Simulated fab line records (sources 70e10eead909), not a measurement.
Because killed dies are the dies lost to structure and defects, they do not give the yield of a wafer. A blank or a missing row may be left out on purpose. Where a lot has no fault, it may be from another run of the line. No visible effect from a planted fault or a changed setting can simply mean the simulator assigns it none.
Chamber matching / flow nand_harc / cmp-03 running NHARC_P_CONTACT_CMP_01: 4 sister chambers
The step polishes SiO2, target thk 200 nm. 18 wafers are shown with their chamber, then 9 later ones without.

## WAFERS, EACH WITH ITS CHAMBER
wafer=L074.1; chamber=2; motor_current_A (A)=13.0
wafer=L074.5; chamber=1; motor_current_A (A)=12.0
wafer=L074.6; chamber=2; motor_current_A (A)=13.1
wafer=L077.1; chamber=0; motor_current_A (A)=13.1
wafer=L077.5; chamber=3; motor_current_A (A)=12.5
wafer=L077.6; chamber=2; motor_current_A (A)=12.7
wafer=L079.1; chamber=1; motor_current_A (A)=11.8
wafer=L079.3; chamber=0; motor_current_A (A)=13.0
wafer=L079.6; chamber=3; motor_current_A (A)=12.0
wafer=L084.2; chamber=0; motor_current_A (A)=13.0
wafer=L084.3; chamber=1; motor_current_A (A)=11.2
wafer=L084.6; chamber=1; motor_current_A (A)=11.6
wafer=L086.1; chamber=1; motor_current_A (A)=12.0
wafer=L086.4; chamber=2; motor_current_A (A)=13.1
wafer=L086.5; chamber=3; motor_current_A (A)=13.2
wafer=L087.2; chamber=0; motor_current_A (A)=12.8
wafer=L087.4; chamber=2; motor_current_A (A)=12.7
wafer=L087.5; chamber=2; motor_current_A (A)=13.1

SIGNATURES (averages over the wafers above)
reading=motor_current_A; chamber 0=12.975; chamber 1=11.720; chamber 2=12.950; chamber 3=12.567; scatter within a chamber=0.318
Rule: distance of a wafer from a chamber = root of the sum over the readings of ((wafer's reading minus chamber's mean) / reading's scatter) squared. The wafer belongs to the nearest chamber; if the next one is less than 2 further off, it can't be placed. The scatter: take each reading less its chamber's mean, square it, sum over the shown wafers, divide by the number of wafers less the number of chambers, and take the root.

## WAFERS WHOSE CHAMBER IS MISSING
wafer=L089.3; motor_current_A (A)=11.8
wafer=L089.4; motor_current_A (A)=13.8
wafer=L089.5; motor_current_A (A)=13.0
wafer=L095.1; motor_current_A (A)=11.6
wafer=L095.3; motor_current_A (A)=12.8
wafer=L095.4; motor_current_A (A)=13.3
wafer=L096.4; motor_current_A (A)=12.7
wafer=L096.5; motor_current_A (A)=11.3
wafer=L096.6; motor_current_A (A)=12.5

## EACH ONE'S CHAMBER
wafer=L089.3; from the rows above=1; in truth=1
wafer=L089.4; from the rows above=can't be placed: 0 or 2 or 3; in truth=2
wafer=L089.5; from the rows above=can't be placed: 0 or 2 or 3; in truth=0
wafer=L095.1; from the rows above=1; in truth=1
wafer=L095.3; from the rows above=can't be placed: 2 or 0 or 3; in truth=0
wafer=L095.4; from the rows above=can't be placed: 0 or 2 or 3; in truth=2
wafer=L096.4; from the rows above=can't be placed: 3 or 2 or 0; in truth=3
wafer=L096.5; from the rows above=1; in truth=1
wafer=L096.6; from the rows above=can't be placed: 3 or 2 or 0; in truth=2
Correct placement for 3 of the 9. From these rows, 6 cannot be placed; in 6 the true chamber is one of the candidates. Number placed wrongly: 0.
